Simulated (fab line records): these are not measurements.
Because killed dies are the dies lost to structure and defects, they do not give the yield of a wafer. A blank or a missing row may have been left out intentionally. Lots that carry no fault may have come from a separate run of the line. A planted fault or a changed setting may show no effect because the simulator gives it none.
Chamber matching / flow nandHarc / 4 sister chambers for NHARC_P_GATE_DESCUM_13 on rieDiel-03
The step chemistry O2, time 3 s. 4 wafers are shown with their chamber, then 7 later ones without.

== EACH WAFER AND ITS CHAMBER ==
wafer=L081.5; chamber=0; drypumpMotorCurrentA (A)=5.9
wafer=L086.5; chamber=2; drypumpMotorCurrentA (A)=4.9
wafer=L087.3; chamber=1; drypumpMotorCurrentA (A)=5.6
wafer=L087.4; chamber=3; drypumpMotorCurrentA (A)=5.7

== WAFERS WITH NO CHAMBER GIVEN ==
wafer=L087.6; drypumpMotorCurrentA (A)=6.0
wafer=L089.3; drypumpMotorCurrentA (A)=5.9
wafer=L089.4; drypumpMotorCurrentA (A)=5.7
wafer=L089.6; drypumpMotorCurrentA (A)=5.9
wafer=L097.2; drypumpMotorCurrentA (A)=4.9
wafer=L097.3; drypumpMotorCurrentA (A)=5.7
wafer=L097.5; drypumpMotorCurrentA (A)=5.7

== WHICH CHAMBER EACH ONE RAN IN ==
wafer=L087.6; from the rows above=0; in truth=0
wafer=L089.3; from the rows above=0; in truth=0
wafer=L089.4; from the rows above=3; in truth=3
wafer=L089.6; from the rows above=0; in truth=0
wafer=L097.2; from the rows above=2; in truth=2
wafer=L097.3; from the rows above=3; in truth=3
wafer=L097.5; from the rows above=3; in truth=3
Correct placement for 7 of the 7. Number that these rows cannot place: 0. 0 placed wrongly.
How it was worked out, from the rows above alone: a wafer's distance from a chamber is the root of the sum, over the readings, of the square of ((its reading less the chamber's mean) divided by the reading's scatter). The wafer belongs to the nearest chamber; if the next one is less than 2 further off, it can't be placed. A chamber's mean is the mean of its shown wafers. The scatter (one wafer shown for each chamber): square how far every hidden wafer sits from the nearest shown wafer, average those squares and take the square root.
